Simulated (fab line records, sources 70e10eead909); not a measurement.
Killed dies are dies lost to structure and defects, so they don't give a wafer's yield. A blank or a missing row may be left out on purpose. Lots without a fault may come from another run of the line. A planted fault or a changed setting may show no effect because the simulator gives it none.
Chamber matching | flow nand_harc | NHARC_P_STI_DESCUM_14 on rie_diel-09: 4 sister chambers
The step chemistry O2, time 3 s. 8 wafers are shown with their chamber, then 8 later ones without.

WAFERS WITH THEIR CHAMBER
wafer  | chamber | drypump_motor_current_A (A) | oes_product_au (a.u.)
L075.4 | 2       | 6.2                         | 1.002
L077.4 | 2       | 6.3                         | 0.995
L078.1 | 3       | 5.6                         | 1.022
L079.5 | 0       | 5.0                         | 0.995
L082.1 | 0       | 5.0                         | 0.989
L082.3 | 1       | 5.8                         | 1.024
L082.5 | 1       | 5.8                         | 1.018
L087.1 | 3       | 5.6                         | 1.009

WAFERS WITHOUT THEIR CHAMBER
wafer  | drypump_motor_current_A (A) | oes_product_au (a.u.)
L087.5 | 6.2                         | 0.982
L087.6 | 5.8                         | 0.997
L092.1 | 6.2                         | 0.999
L092.2 | 5.6                         | 0.982
L092.5 | 6.2                         | 0.992
L093.2 | 5.6                         | 0.996
L093.4 | 5.0                         | 0.995
L093.5 | 5.0                         | 0.996

WHICH CHAMBER EACH WENT THROUGH
wafer  | from the rows above | in truth
L087.5 | 2                   | 2
L087.6 | 1                   | 1
L092.1 | 2                   | 2
L092.2 | 3                   | 3
L092.5 | 2                   | 2
L093.2 | 3                   | 3
L093.4 | 0                   | 0
L093.5 | 0                   | 0
Placed correctly: 8 of 8. Can't be placed from these rows: 0. Placed wrongly: 0.
How it was worked out, from the rows above alone: a wafer's distance from a chamber is the root of the sum, over the readings, of the square of ((its reading less the chamber's mean) divided by the reading's scatter). The wafer belongs to the nearest chamber; if the next one is less than 2 further off, it can't be placed. A chamber's mean is the mean of its shown wafers. The scatter: the root of (the sum of the squares of (reading less its chamber's mean) over the shown wafers, divided by (wafers less chambers)).
